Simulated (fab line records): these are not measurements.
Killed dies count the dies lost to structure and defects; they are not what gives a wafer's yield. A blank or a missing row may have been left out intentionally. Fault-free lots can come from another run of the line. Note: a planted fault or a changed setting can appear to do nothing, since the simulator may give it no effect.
fab line records + flow n5_finfet
[record]
- lots = 13
- wafers = 32
- last_day = 17
route steps=1938 shown BEOL_M1@754 BEOL_M4@1111 PASSIVATION@1936
lots with no fault: from the same line, run without faults
start_h: start of the lot's first displayed wafer, in hours after the record's first day + wait_h: hours elapsed since this lot's preceding step + " unchanged from the row above + L1.1+2: several wafers, shown together as one row + - no value, or no start was given + * or withheld: withheld + < > ~ a bound
route shown NAME@n: a module of which the file shows steps, and the number in the route of the first + usual: the fault-free wafers' mean and standard deviation + same: alike in all rows + chamber/n: place in a boat + sites: the reading at each site + _std_site: how widely they spread, as a standard deviation + _edge_site: inner sites' mean taken away from outer sites' mean + radius_mm: how far each site lies from the wafer's centre + mask NAME#n: copy n + behind: the tool/chamber that last shaped the wafer + hold: why the lot went on hold/how many hours it stayed there/how the hold came to an end + device: whichever transistor did not switch (one of n, p or np) + end of line: at the end of the route, the tests of the same wafers + step lacking rows: just its recipe + killed: dies that structure and defects cost at the first sort, which is not the same as the wafer's yield + map: per-die view of a wafer (x killed, . not killed, _ where there is no die)
set.NAME: setting as actually run; set.NAME@STEP: the setting as run at that earlier step + model.NAME: the simulator's own value behind a step, which no gauge read
one table for each step of the route and one row for each wafer, over a sample of lots
services: the hour from which a tool's chamber was out of use, counted from the record's first day as start_h (under 0 if before that day), plus the number of hours and why
[[steps]]
[step N5_BEOL_M1_HM_DEP_02]
[recipe]
- material = TiN
- target_thk_a = 200
- temp_c = 25
- chamber_pressure_pa = 0.49996
[usual]
- throttle_valve_pct = 29.8/0.96
| lot.wafer | tool           | chamber | start_h | wait_h | throttle_valve_pct |
|-----------|----------------|---------|---------|--------|--------------------|
| L911.4    | pvd_sputter-03 | -       | 129.30  | 0.2    | 30.0               |
| L911.6    | "              | -       | "       | "      | 31.6               |
| L910.1    | pvd_sputter-02 | -       | 132.39  | 0.8    | 31.1               |
| L910.4    | "              | -       | "       | "      | 29.5               |
| L912.2    | pvd_sputter-03 | -       | 138.89  | 1.7    | 31.5               |
| L912.5    | "              | -       | "       | "      | 31.7               |
| L914.1    | pvd_sputter-01 | -       | 150.12  | 0.1    | 28.9               |
| L914.2    | "              | -       | "       | "      | 30.5               |
| L914.6    | "              | -       | "       | "      | 30.4               |
| L916.2    | pvd_sputter-02 | -       | 158.05  | 1.0    | 29.6               |
| L916.3    | "              | -       | "       | "      | 30.2               |
| L916.6    | "              | -       | "       | "      | 29.5               |
| L917.2    | pvd_sputter-03 | -       | 168.49  | 0.4    | 32.0               |
| L917.5    | "              | -       | "       | "      | 31.5               |
| L917.6    | "              | -       | "       | "      | 29.0               |
| L924.5    | pvd_sputter-01 | -       | 223.71  | 1.7    | 28.3               |
| L924.6    | "              | -       | "       | "      | 30.0               |
| L925.3    | pvd_sputter-01 | -       | 228.71  | 0.6    | 29.1               |
| L925.4    | "              | -       | "       | "      | 30.2               |
| L925.6    | "              | -       | "       | "      | 29.7               |
| L927.1    | pvd_sputter-01 | -       | 229.01  | 0.8    | 30.4               |
| L927.2    | "              | -       | "       | "      | 30.0               |
| L927.6    | "              | -       | "       | "      | 29.9               |
| L930.2    | pvd_sputter-01 | -       | 243.82  | 0.3    | 29.1               |
| L930.3    | "              | -       | "       | "      | 30.2               |
| L930.5    | "              | -       | "       | "      | 29.0               |
| L931.5    | pvd_sputter-03 | -       | 247.85  | 0.8    | 29.2               |
| L931.6    | "              | -       | "       | "      | 31.6               |
| L932.5    | pvd_sputter-02 | -       | 251.58  | 1.4    | 30.6               |
| L932.6    | "              | -       | "       | "      | 29.5               |
| L933.2    | pvd_sputter-03 | -       | 267.46  | 1.7    | 30.1               |
| L933.5    | "              | -       | "       | "      | 31.8               |
[step N5_BEOL_M1_COAT_05]
[recipe]
- resist = CAR-EUV
- spin_rpm = 1500
- resist_thk_nm = 30
[usual]
- exhaust_pa = 45.0/0.93
- spin_speed_rpm = 1500.2/1.1
| lot.wafer | tool           | chamber | start_h | wait_h | exhaust_pa | spin_speed_rpm |
|-----------|----------------|---------|---------|--------|------------|----------------|
| L911.4    | litho_track-03 | 0       | 129.44  | -      | 44.5       | 1500.7         |
| L911.6    | "              | 0       | "       | "      | 43.6       | 1500.1         |
| L910.1    | litho_track-01 | 0       | 132.52  | -      | 45.8       | 1498.8         |
| L910.4    | "              | 0       | "       | "      | 45.0       | 1498.5         |
| L912.2    | litho_track-01 | 0       | 139.02  | -      | 45.3       | 1498.9         |
| L912.5    | "              | 0       | "       | "      | 42.4       | 1500.6         |
| L914.1    | litho_track-04 | 0       | 150.25  | -      | 45.3       | 1500.3         |
| L914.2    | "              | 0       | "       | "      | 46.2       | 1498.7         |
| L914.6    | "              | 0       | "       | "      | 45.6       | 1499.2         |
| L916.2    | litho_track-03 | 0       | 158.18  | -      | 44.9       | 1421.4         |
| L916.3    | "              | 0       | "       | "      | 44.1       | 1421.8         |
| L916.6    | "              | 0       | "       | "      | 43.9       | 1422.3         |
| L917.2    | litho_track-03 | 0       | 168.63  | -      | 44.9       | 1420.2         |
| L917.5    | "              | 0       | "       | "      | 45.1       | 1422.0         |
| L917.6    | "              | 0       | "       | "      | 44.5       | 1420.4         |
| L924.5    | litho_track-01 | 0       | 223.79  | -      | 44.4       | 1500.0         |
| L924.6    | "              | 0       | "       | "      | 45.8       | 1501.9         |
| L925.3    | litho_track-04 | 0       | 228.85  | -      | 44.9       | 1501.3         |
| L925.4    | "              | 0       | "       | "      | 45.0       | 1501.2         |
| L925.6    | "              | 0       | "       | "      | 45.1       | 1501.5         |
| L927.1    | litho_track-01 | 0       | 229.15  | -      | 45.5       | 1501.3         |
| L927.2    | "              | 0       | "       | "      | 44.4       | 1502.1         |
| L927.6    | "              | 0       | "       | "      | 45.4       | 1499.9         |
| L930.2    | litho_track-03 | 0       | 243.95  | -      | 44.2       | 1500.5         |
| L930.3    | "              | 0       | "       | "      | 43.9       | 1499.7         |
| L930.5    | "              | 0       | "       | "      | 42.7       | 1499.9         |
| L931.5    | litho_track-03 | 0       | 247.94  | -      | 45.7       | 1500.3         |
| L931.6    | "              | 0       | "       | "      | 44.8       | 1501.3         |
| L932.5    | litho_track-01 | 0       | 251.66  | -      | 46.1       | 1501.1         |
| L932.6    | "              | 0       | "       | "      | 45.7       | 1499.9         |
| L933.2    | litho_track-03 | 0       | 267.60  | -      | 44.6       | 1498.3         |
| L933.5    | "              | 0       | "       | "      | 44.5       | 1500.3         |
[step N5_BEOL_M1_CD_MEAS_11]
[recipe]
- target_cd_nm = 17.05
- landing_energy_ev = 500
- detector = se_inlens
- polarity = opening
[usual]
- cd_nm = 17.17/0.23
| lot.wafer | tool      | chamber | start_h | wait_h | cd_nm |
|-----------|-----------|---------|---------|--------|-------|
| L911.4    | cd_sem-02 | 0       | 129.82  | -      | 16.93 |
| L911.6    | "         | 0       | "       | "      | 16.92 |
| L910.1    | cd_sem-01 | 0       | 132.77  | -      | 16.82 |
| L910.4    | "         | 0       | "       | "      | 16.99 |
| L912.2    | cd_sem-02 | 0       | 139.28  | -      | 16.97 |
| L912.5    | "         | 0       | "       | "      | 17.30 |
| L914.1    | cd_sem-03 | 0       | 150.51  | -      | 17.17 |
| L914.2    | "         | 0       | "       | "      | 17.28 |
| L914.6    | "         | 0       | "       | "      | 16.98 |
| L916.2    | cd_sem-02 | 0       | 158.57  | -      | 17.05 |
| L916.3    | "         | 0       | "       | "      | 16.70 |
| L916.6    | "         | 0       | "       | "      | 16.82 |
| L917.2    | cd_sem-03 | 0       | 169.01  | -      | 17.25 |
| L917.5    | "         | 0       | "       | "      | 16.90 |
| L917.6    | "         | 0       | "       | "      | 16.98 |
| L924.5    | cd_sem-02 | 0       | 224.18  | -      | 16.81 |
| L924.6    | "         | 0       | "       | "      | 17.13 |
| L925.3    | cd_sem-02 | 0       | 229.23  | -      | 17.04 |
| L925.4    | "         | 0       | "       | "      | 16.82 |
| L925.6    | "         | 0       | "       | "      | 17.01 |
| L927.1    | cd_sem-02 | 0       | 229.41  | -      | 17.56 |
| L927.2    | "         | 0       | "       | "      | 17.10 |
| L927.6    | "         | 0       | "       | "      | 17.35 |
| L930.2    | cd_sem-02 | 0       | 244.21  | -      | 17.06 |
| L930.3    | "         | 0       | "       | "      | 17.21 |
| L930.5    | "         | 0       | "       | "      | 17.51 |
| L931.5    | cd_sem-03 | 0       | 248.20  | -      | 17.14 |
| L931.6    | "         | 0       | "       | "      | 16.91 |
| L932.5    | cd_sem-02 | 0       | 252.05  | -      | 17.22 |
| L932.6    | "         | 0       | "       | "      | 16.93 |
| L933.2    | cd_sem-03 | 0       | 267.86  | -      | 17.04 |
| L933.5    | "         | 0       | "       | "      | 17.39 |
[step N5_BEOL_M1_OVL_MEAS_12]
[recipe]
- points_per_wafer = 522
[usual]
- M1_OVL = 1.3/0.79
| lot.wafer | tool       | chamber | start_h | wait_h | M1_OVL[nm] |
|-----------|------------|---------|---------|--------|------------|
| L911.4    | overlay-01 | 0       | 129.87  | 0.0    | 1.8        |
| L911.6    | "          | 0       | "       | "      | 1.5        |
| L910.1    | overlay-02 | 0       | 132.81  | 0.0    | -0.7       |
| L910.4    | "          | 0       | "       | "      | 2.0        |
| L912.2    | overlay-02 | 0       | 139.31  | 0.0    | 1.4        |
| L912.5    | "          | 0       | "       | "      | 1.5        |
| L914.1    | overlay-01 | 0       | 150.54  | 0.0    | 0.9        |
| L914.2    | "          | 0       | "       | "      | -1.3       |
| L914.6    | "          | 0       | "       | "      | -0.7       |
| L916.2    | overlay-02 | 0       | 158.60  | 0.0    | 1.3        |
| L916.3    | "          | 0       | "       | "      | 0.3        |
| L916.6    | "          | 0       | "       | "      | 0.4        |
| L917.2    | overlay-01 | 0       | 169.04  | 0.0    | 1.0        |
| L917.5    | "          | 0       | "       | "      | 1.4        |
| L917.6    | "          | 0       | "       | "      | 1.2        |
| L924.5    | overlay-02 | 0       | 224.22  | 0.0    | 1.3        |
| L924.6    | "          | 0       | "       | "      | 0.8        |
| L925.3    | overlay-02 | 0       | 229.27  | 0.0    | 3.0        |
| L925.4    | "          | 0       | "       | "      | 1.3        |
| L925.6    | "          | 0       | "       | "      | 1.8        |
| L927.1    | overlay-01 | 0       | 229.44  | 0.0    | -0.1       |
| L927.2    | "          | 0       | "       | "      | 1.2        |
| L927.6    | "          | 0       | "       | "      | 1.0        |
| L930.2    | overlay-02 | 0       | 244.24  | 0.0    | 1.8        |
| L930.3    | "          | 0       | "       | "      | 1.7        |
| L930.5    | "          | 0       | "       | "      | 0.6        |
| L931.5    | overlay-02 | 0       | 248.25  | 0.0    | 1.3        |
| L931.6    | "          | 0       | "       | "      | 1.1        |
| L932.5    | overlay-02 | 0       | 252.10  | 0.0    | 1.3        |
| L932.6    | "          | 0       | "       | "      | 1.9        |
| L933.2    | overlay-01 | 0       | 267.89  | 0.0    | 1.4        |
| L933.5    | "          | 0       | "       | "      | 1.1        |
[step N5_BEOL_M4_RC_MEAS_101]
[usual]
- DIBL_N = 36.0/2
- DIBL_P = 35.9/2.5
- IOFF_N = 0.16/0.038
- IOFF_P = 0.21/0.04
- ION_N = 675/14
- ION_P = 462/9.4
- SS_N = 71.5/0.75
- SS_P = 73.2/0.74
- VT_N = 250/3.9
- VT_P = -251/3.2
| lot.wafer | tool      | chamber | start_h | wait_h | DIBL_N[mV/V] | DIBL_P[mV/V] | IOFF_N[nA/um] | IOFF_P[nA/um] | ION_N[uA/um] | ION_P[uA/um] | SS_N[mV/dec] | SS_P[mV/dec] | VT_N[mV] | VT_P[mV] |
|-----------|-----------|---------|---------|--------|--------------|--------------|---------------|---------------|--------------|--------------|--------------|--------------|----------|----------|
| L911.4    | prober-01 | 0       | 164.16  | 0.5    | 35.2         | 35.1         | 0.17          | 0.22          | 691          | 472          | 70.9         | 73.1         | 244      | -245     |
| L911.6    | "         | 0       | "       | "      | 36.8         | 35.2         | 0.21          | 0.22          | 694          | 466          | 71.7         | 73.5         | 242      | -246     |
| L910.1    | prober-01 | 0       | 166.62  | 0.0    | 37.7         | 35.8         | 0.20          | 0.20          | 667          | 455          | 72.2         | 72.8         | 249      | -252     |
| L910.4    | "         | 0       | "       | "      | 36.3         | 33.6         | 0.16          | 0.16          | 675          | 452          | 71.1         | 72.4         | 250      | -255     |
| L912.2    | prober-01 | 0       | 178.60  | 0.2    | 40.0         | 37.8         | 0.23          | 0.28          | 690          | 468          | 72.1         | 74.2         | 242      | -246     |
| L912.5    | "         | 0       | "       | "      | 32.6         | 30.3         | 0.12          | 0.18          | 679          | 474          | 69.8         | 72.2         | 249      | -251     |
| L914.1    | prober-01 | 0       | 197.12  | 0.0    | 37.3         | 37.2         | 0.17          | 0.19          | 664          | 446          | 72.3         | 73.7         | 251      | -255     |
| L914.2    | "         | 0       | "       | "      | 32.4         | 31.9         | 0.11          | 0.14          | 654          | 445          | 70.8         | 72.6         | 256      | -257     |
| L914.6    | "         | 0       | "       | "      | 38.7         | 39.4         | 0.20          | 0.25          | 670          | 459          | 71.8         | 74.5         | 246      | -251     |
| L916.2    | prober-02 | 0       | 200.00  | 0.2    | 32.5         | 32.2         | 0.11          | 0.16          | 679          | 473          | 69.6         | 71.7         | 256      | -251     |
| L916.3    | "         | 0       | "       | "      | 35.9         | 35.1         | 0.15          | 0.19          | 676          | 460          | 70.2         | 73.4         | 251      | -251     |
| L916.6    | "         | 0       | "       | "      | 35.7         | 35.0         | 0.15          | 0.18          | 675          | 464          | 70.1         | 72.7         | 251      | -249     |
| L917.2    | prober-01 | 0       | 205.27  | 0.2    | 34.7         | 33.1         | 0.14          | 0.18          | 668          | 461          | 71.0         | 72.9         | 250      | -253     |
| L917.5    | "         | 0       | "       | "      | 35.0         | 34.7         | 0.15          | 0.20          | 675          | 464          | 71.1         | 73.1         | 249      | -250     |
| L917.6    | "         | 0       | "       | "      | 37.0         | 35.0         | 0.18          | 0.20          | 661          | 456          | 73.0         | 73.8         | 249      | -250     |
| L925.3    | prober-01 | 0       | 268.25  | 0.3    | 38.6         | 39.3         | 0.22          | 0.24          | 685          | 466          | 72.4         | 73.3         | 248      | -251     |
| L925.4    | "         | 0       | "       | "      | 38.6         | 39.2         | 0.21          | 0.26          | 683          | 472          | 72.2         | 73.0         | 248      | -248     |
| L925.6    | "         | 0       | "       | "      | 35.6         | 36.2         | 0.17          | 0.20          | 696          | 474          | 71.3         | 72.3         | 248      | -249     |
| L924.5    | prober-02 | 0       | 268.78  | 0.6    | 35.2         | 36.0         | 0.17          | 0.22          | 695          | 472          | 71.0         | 73.5         | 248      | -248     |
| L924.6    | "         | 0       | "       | "      | 32.2         | 30.1         | 0.10          | 0.13          | 655          | 448          | 70.8         | 71.6         | 257      | -258     |
| L927.1    | prober-02 | 0       | 269.86  | 0.0    | 33.6         | 34.1         | 0.12          | 0.17          | 669          | 457          | 71.5         | 72.7         | 255      | -253     |
| L927.2    | "         | 0       | "       | "      | 35.3         | 36.7         | 0.14          | 0.20          | 647          | 447          | 71.2         | 72.7         | 251      | -249     |
| L927.6    | "         | 0       | "       | "      | 34.5         | 37.0         | 0.14          | 0.21          | 688          | 473          | 70.9         | 73.6         | 250      | -249     |
| L930.2    | prober-01 | 0       | 276.71  | 0.2    | 36.8         | 37.8         | 0.16          | 0.21          | 685          | 465          | 71.4         | 73.6         | 250      | -248     |
| L930.3    | "         | 0       | "       | "      | 31.9         | 32.6         | 0.09          | 0.15          | 660          | 463          | 70.5         | 71.4         | 258      | -256     |
| L930.5    | "         | 0       | "       | "      | 35.9         | 36.6         | 0.15          | 0.20          | 676          | 468          | 71.2         | 72.9         | 251      | -251     |
| L931.5    | prober-01 | 0       | 296.35  | 0.6    | 36.6         | 36.4         | 0.14          | 0.22          | 661          | 458          | 71.7         | 73.2         | 253      | -250     |
| L931.6    | "         | 0       | "       | "      | 37.0         | 37.0         | 0.16          | 0.24          | 672          | 466          | 71.4         | 73.7         | 249      | -249     |
| L932.5    | prober-01 | 0       | 301.39  | 0.6    | 34.7         | 35.0         | 0.12          | 0.17          | 664          | 460          | 71.2         | 72.7         | 254      | -253     |
| L932.6    | "         | 0       | "       | "      | 33.0         | 31.9         | 0.11          | 0.15          | 663          | 464          | 70.9         | 71.9         | 258      | -256     |
| L933.2    | prober-01 | 0       | 311.46  | 0.2    | 38.3         | 37.2         | 0.19          | 0.21          | 689          | 465          | 72.3         | 74.2         | 249      | -253     |
| L933.5    | "         | 0       | "       | "      | 39.1         | 37.9         | 0.21          | 0.22          | 679          | 454          | 73.5         | 73.3         | 246      | -250     |
[step N5_PASSIVATION_PROBE_49]
[usual]
- defect_limited_yield = 91.3/1.5
- killed_at_M0_to_M3 = 33/12
- killed_at_M4_up = 15/5.2
- killed_at_contacts = 12/5.1
- killed_at_front_end = 39/11
- killed_at_other = 5/3.6
- killed_dies = 103/18
- killed_open = 67/13
- killed_short = 33/7.8
- sort_bin_5_function = 5.1/0.96
- sort_bin_6_memory = 3.2/0.71
- sort_bin_8_speed = 0.01/0.063
- sort_n_pass = 1077/18
- sort_yield_pct = 91.3/1.5
[same]
- gross_dies = 1180
- killed_at_back_side = 0
- sort_bin_4_leakage[%] = 0
| lot.wafer | tool      | chamber | start_h | wait_h | defect_limited_yield[%] | killed_at_M0_to_M3 | killed_at_M4_up | killed_at_contacts | killed_at_front_end | killed_at_other | killed_dies | killed_open | killed_short | sort_bin_5_function[%] | sort_bin_6_memory[%] | sort_bin_8_speed[%] | sort_n_pass | sort_yield_pct[%] |
|-----------|-----------|---------|---------|--------|-------------------------|--------------------|-----------------|--------------------|---------------------|-----------------|-------------|-------------|--------------|------------------------|----------------------|---------------------|-------------|-------------------|
| L914.1    | prober-01 | -       | 292.12  | 0.0    | 92.3                    | 16                 | 12              | 13                 | 46                  | 4               | 91          | 68          | 20           | 4.3                    | 3.0                  | 0                   | 1089        | 92.3              |
| L914.2    | prober-01 | -       | 292.17  | 0.1    | 95.3                    | 16                 | 7               | 5                  | 25                  | 2               | 55          | 41          | 13           | 3.1                    | 1.4                  | 0                   | 1125        | 95.3              |
| L914.6    | prober-01 | -       | 292.37  | 0.3    | 92.9                    | 10                 | 21              | 12                 | 37                  | 4               | 84          | 57          | 23           | 4.9                    | 2.0                  | 0                   | 1096        | 92.9              |
// killed by level:class
L914.1 MOL_CONTACT_COAG:geometric_particle:open=12 FIN_SAQP:geometric_particle:open=8 STI_FIN_REVEAL:geometric_particle:open=7 FIN_SAQP:geometric_particle:short=6 BEOL_M3:geometric_particle:open=6 GATE_CUT:geometric_particle:open=5 BEOL_M4:geometric_particle:open=5 STARTING-WAFER:geometric_particle:open=5
L914.2 BEOL_M3:geometric_particle:open=7 STI_FIN_REVEAL:geometric_particle:open=6 GATE_CUT:geometric_particle:open=6 FIN_SAQP:geometric_particle:open=3 MOL_CONTACT_COAG:geometric_particle:short=3 BEOL_M4:geometric_particle:open=3 GATE_CUT:geometric_particle:short=2 MOL_CONTACT_COAG:geometric_particle:open=2
L914.6 FIN_SAQP:geometric_particle:open=12 MOL_CONTACT_COAG:geometric_particle:open=10 BEOL_M4:geometric_particle:open=6 STI_FIN_REVEAL:geometric_particle:open=4 SPACER0:geometric_particle:short=4 BEOL_M7:geometric_particle:open=4 FIN_SAQP:geometric_particle:short=3 BEOL_M2:geometric_particle:open=3
[[services]]
| tool           | chamber | start_h | hours | kind                      |
|----------------|---------|---------|-------|---------------------------|
| litho_track-03 | -       | 160.86  | -     | consumable_replace:filter |
| pvd_sputter-02 | -       | 166.21  | 1.9   | repair                    |
| pvd_sputter-03 | -       | 186.93  | 2.6   | repair                    |
[[key]]
[first_sign]
- step = N5_BEOL_M1_COAT_05
- reading = spin_speed_rpm
- direction = down
- sigmas = 75
- usual = *
- struck = *
effect none on later readings
met_at N5_BEOL_M1_COAT_05
struck_lots L916,L917
not_acting_at N5_BEOL_M1_HM_DEP_02,N5_BEOL_M1_CD_MEAS_11,N5_BEOL_M1_OVL_MEAS_12
onset_between 129.44 158.18
[fault]
- kind = process_parameter_drift
- tool = litho_track-03
- chamber = -
- onset_h = 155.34
- steps = N5_BEOL_M1_COAT_05
- channel = spin_rpm
- offset = *
- shape = step
- end_h = 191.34
- acts_in = *
- stated = *
